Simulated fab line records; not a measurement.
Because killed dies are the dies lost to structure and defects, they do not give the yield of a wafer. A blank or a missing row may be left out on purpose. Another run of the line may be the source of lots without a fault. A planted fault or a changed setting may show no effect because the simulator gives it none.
Which of the tools did it? / flow nand_harc / 12 lots with 36 wafers sampled at 3 steps, on a route of 1159 steps

WHAT EACH GAUGE READ, for each wafer
NHARC_HYBRID_BOND_OVL_MEAS_05.
lot=L076; measured=day 19 16:06; on=overlay-02; overlay_x_nm (nm)=-10 -30 10
lot=L078; measured=day 19 20:48; on=overlay-02; overlay_x_nm (nm)=5 25 -18
lot=L079; measured=day 19 20:48; on=overlay-01; overlay_x_nm (nm)=42 -33 20
lot=L080; measured=day 20 22:04; on=overlay-02; overlay_x_nm (nm)=89 -20 23
lot=L082; measured=day 21 18:19; on=overlay-02; overlay_x_nm (nm)=-65 56 -58
lot=L087; measured=day 22 08:58; on=overlay-01; overlay_x_nm (nm)=-40 10 -26
lot=L086; measured=day 22 19:40; on=overlay-02; overlay_x_nm (nm)=-42 12 21
lot=L085; measured=day 23 04:11; on=overlay-01; overlay_x_nm (nm)=25 18 -9
lot=L090; measured=day 23 08:22; on=overlay-02; overlay_x_nm (nm)=13 35 43
lot=L092; measured=day 23 08:22; on=overlay-02; overlay_x_nm (nm)=56 50 -40
lot=L097; measured=day 23 20:59; on=overlay-02; overlay_x_nm (nm)=-42 -78 -20
lot=L096; measured=day 24 03:04; on=overlay-01; overlay_x_nm (nm)=19 -28 5

EACH LOT AND THE TOOL THAT RAN IT (in order: tool; ch and the chambers of the sampled wafers; start)
lot=L076; NHARC_A_BONDPAD_STRIP_15=rie_diel-04 ch 1,2,3, day 19 04:56; NHARC_A_BONDPAD_PRE_CLEAN_26=pvd_sputter-02, day 19 16:06 or earlier
lot=L078; NHARC_A_BONDPAD_STRIP_15=rie_diel-05 ch 1,2, day 19 06:40; NHARC_A_BONDPAD_PRE_CLEAN_26=pvd_sputter-01, day 19 20:48 or earlier
lot=L079; NHARC_A_BONDPAD_STRIP_15=rie_diel-04 ch 1,2,3, day 19 09:38; NHARC_A_BONDPAD_PRE_CLEAN_26=pvd_sputter-01, day 19 20:48 or earlier
lot=L080; NHARC_A_BONDPAD_STRIP_15=rie_diel-04 ch 1,3, day 20 07:38; NHARC_A_BONDPAD_PRE_CLEAN_26=pvd_sputter-02, day 20 22:04 or earlier
lot=L082; NHARC_A_BONDPAD_STRIP_15=rie_diel-05 ch 1,2,3, day 21 03:25; NHARC_A_BONDPAD_PRE_CLEAN_26=pvd_sputter-03, day 21 18:19 or earlier
lot=L087; NHARC_A_BONDPAD_STRIP_15=rie_diel-04 ch 1,2, day 21 17:01; NHARC_A_BONDPAD_PRE_CLEAN_26=pvd_sputter-02, day 22 08:58 or earlier
lot=L086; NHARC_A_BONDPAD_STRIP_15=rie_diel-05 ch 1,2, day 22 06:50; NHARC_A_BONDPAD_PRE_CLEAN_26=pvd_sputter-02, day 22 19:40 or earlier
lot=L085; NHARC_A_BONDPAD_STRIP_15=rie_diel-13 ch 0,1,3, day 22 17:21; NHARC_A_BONDPAD_PRE_CLEAN_26=pvd_sputter-03, day 23 04:11 or earlier
lot=L090; NHARC_A_BONDPAD_STRIP_15=rie_diel-04 ch 0,1,3, day 22 20:22; NHARC_A_BONDPAD_PRE_CLEAN_26=pvd_sputter-03, day 23 08:22 or earlier
lot=L092; NHARC_A_BONDPAD_STRIP_15=rie_diel-04 ch 0,1,2, day 22 21:22; NHARC_A_BONDPAD_PRE_CLEAN_26=pvd_sputter-03, day 22 21:59
lot=L097; NHARC_A_BONDPAD_STRIP_15=rie_diel-04 ch 0,2,3, day 23 07:40; NHARC_A_BONDPAD_PRE_CLEAN_26=pvd_sputter-03, day 23 20:59 or earlier
lot=L096; NHARC_A_BONDPAD_STRIP_15=rie_diel-04 ch 0,1, day 23 15:10; NHARC_A_BONDPAD_PRE_CLEAN_26=pvd_sputter-01, day 24 03:04 or earlier
- NHARC_A_BONDPAD_STRIP_15: strips in O2.
- NHARC_A_BONDPAD_PRE_CLEAN_26: time 30 s.

THE ANSWER, worked out from the rows above alone
Rule: what is usual is taken from the lots themselves. The widest of any qualifying gaps counts: lots, ordered by their means at a reading, are off when they make up no more than a third of the lots, leave a main group of 4 or more, and stand apart from it by 3 or more times the standard deviation of that group's means. A main group is skipped when, at the precision printed for the reading in the tables above, its means are all equal. A lot without any number at a reading at which 4 lots or more have one is off too. Any other lot the step has rows for is counted as sound.
No lot is off at any reading shown: from this, nothing can be told.

WHAT WAS PUT IN BY THE SIMULATOR
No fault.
